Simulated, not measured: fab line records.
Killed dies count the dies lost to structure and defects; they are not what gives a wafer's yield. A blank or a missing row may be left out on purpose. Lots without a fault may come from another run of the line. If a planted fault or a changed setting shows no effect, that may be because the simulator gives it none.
Matching of chambers | flow n5Finfet | 4 sister chambers for N5_DUMMY_GATE_STRIP_41 on rieDiel-01
The step strips in O2. 8 wafers are shown with their chamber, then 8 later ones without.

## WAFERS, EACH WITH ITS CHAMBER
wafer  | chamber | drypumpMotorCurrentA (A) | throttleValvePct (%)
L077.3 | 1       | 5.59                     | 16.73
L081.3 | 3       | 5.65                     | 16.27
L083.3 | 1       | 5.61                     | 16.74
L083.5 | 0       | 5.06                     | 16.78
L084.1 | 0       | 5.07                     | 16.77
L084.2 | 2       | 5.68                     | 16.82
L084.5 | 2       | 5.68                     | 16.80
L093.3 | 3       | 5.69                     | 16.33

## WAFERS WITH NO CHAMBER GIVEN
wafer  | drypumpMotorCurrentA (A) | throttleValvePct (%)
L093.5 | 5.56                     | 16.76
L093.6 | 5.08                     | 16.80
L094.1 | 5.58                     | 16.75
L094.2 | 5.06                     | 16.82
L094.4 | 5.68                     | 16.34
L097.2 | 5.68                     | 16.33
L097.4 | 5.68                     | 16.86
L097.6 | 5.70                     | 16.85

## EACH ONE'S CHAMBER
wafer  | from the rows above | in truth
L093.5 | 1                   | 1
L093.6 | 0                   | 0
L094.1 | 1                   | 1
L094.2 | 0                   | 0
L094.4 | 3                   | 3
L097.2 | 3                   | 3
L097.4 | 2                   | 2
L097.6 | 2                   | 2
Correctly placed: 8 of 8. Left unplaced by these rows: 0. Number placed wrongly: 0.
How it was worked out, from the rows above alone: a wafer's distance from a chamber is the root of the sum, over the readings, of the square of ((its reading less the chamber's mean) divided by the reading's scatter). The wafer belongs to the nearest chamber; if the next one is less than 2 further off, it can't be placed. A chamber's mean is the mean of its shown wafers. How the scatter is found: for the shown wafers, subtract from each reading the mean of its chamber, square and add these, divide the total by (wafers less chambers), then take the root.
